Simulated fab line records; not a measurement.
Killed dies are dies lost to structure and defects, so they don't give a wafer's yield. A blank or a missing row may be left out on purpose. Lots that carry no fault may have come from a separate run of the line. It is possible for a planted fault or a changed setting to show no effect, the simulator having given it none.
Which tool did it? -- flow nand_harc -- route of 1159 steps, sampled at 1 step: 12 lots, 36 wafers

## WHAT THE GAUGES SHOWED, per wafer
NHARC_A_M1_OVL_MEAS_10: pitch 240 nm.
lot,measured,on,overlay_x_nm (nm),overlay_y_nm (nm)
L664,day 17 21:28,overlay-02,-0.5 -0.2 -0.1,1.6 2.4 1.8
L665,day 17 22:05,overlay-02,0.5 -0.9 -0.6,-1.2 -0.3 -0.8
L666,day 18 06:13,overlay-02,-1.3 -1.3 -1.1,-0.8 -0.5 -1.1
L667,day 18 06:29,overlay-01,-0.6 -0.9 -0.6,-0.4 -0.3 -0.3
L668,day 18 06:48,overlay-02,-1.3 -1.0 -1.5,-0.9 -0.8 -1.1
L670,day 18 23:08,overlay-02,0.3 0.2 0.0,-0.7 -0.2 -0.7
L672,day 19 14:04,overlay-02,0.4 0.4 0.5,-0.4 -0.3 -0.7
L675,day 19 22:50,overlay-01,0.2 0.1 -0.2,0.3 0.6 0.6
L673,day 20 09:21,overlay-01,-0.4 0.0 -0.4,-1.1 -1.2 -1.6
L678,day 20 22:02,overlay-01,0.1 -0.1 0.5,-0.2 -1.2 -0.3
L676,day 21 00:01,overlay-02,-0.6 -0.8 -0.3,-1.8 -2.6 -2.1
L687,day 24 12:49,overlay-02,-0.8 -0.9 -1.2,0.6 0.2 0.3

## WHAT TOOL EACH LOT RAN ON (gives the tool, then ch and the chambers of the sampled wafers, and finally the start)
Before these readings, the record contains no process step.

## WHAT THE TOOLS THEMSELVES READ (means of the sampled wafers that have a number; where no wafer has one, the mark that the record gives instead)
The record holds no such reading with a usual standard deviation.

## THE ANSWER, worked out from the rows above alone
Rule: usual is defined by the lots themselves. The widest of any qualifying gaps counts: lots, ordered by their means at a reading, are off when they make up no more than a third of the lots, leave a main group of 4 or more, and stand apart from it by 3 or more times the standard deviation of that group's means. Not used: any main group whose means are identical at the precision the tables above print for the reading. Also off: a lot with no number at a reading for which 4 or more lots have one. The other lots that the step has rows for count as sound. First the gauges in route order, then the tools' own readings, where a lot's mean is used as printed above. At the first step where some lot is off, the reading lying furthest off is the one used; lots without a number count as furthest.
Nothing can be told from this: no lot is off at any reading shown.

## WHAT THE SIMULATOR PUT IN
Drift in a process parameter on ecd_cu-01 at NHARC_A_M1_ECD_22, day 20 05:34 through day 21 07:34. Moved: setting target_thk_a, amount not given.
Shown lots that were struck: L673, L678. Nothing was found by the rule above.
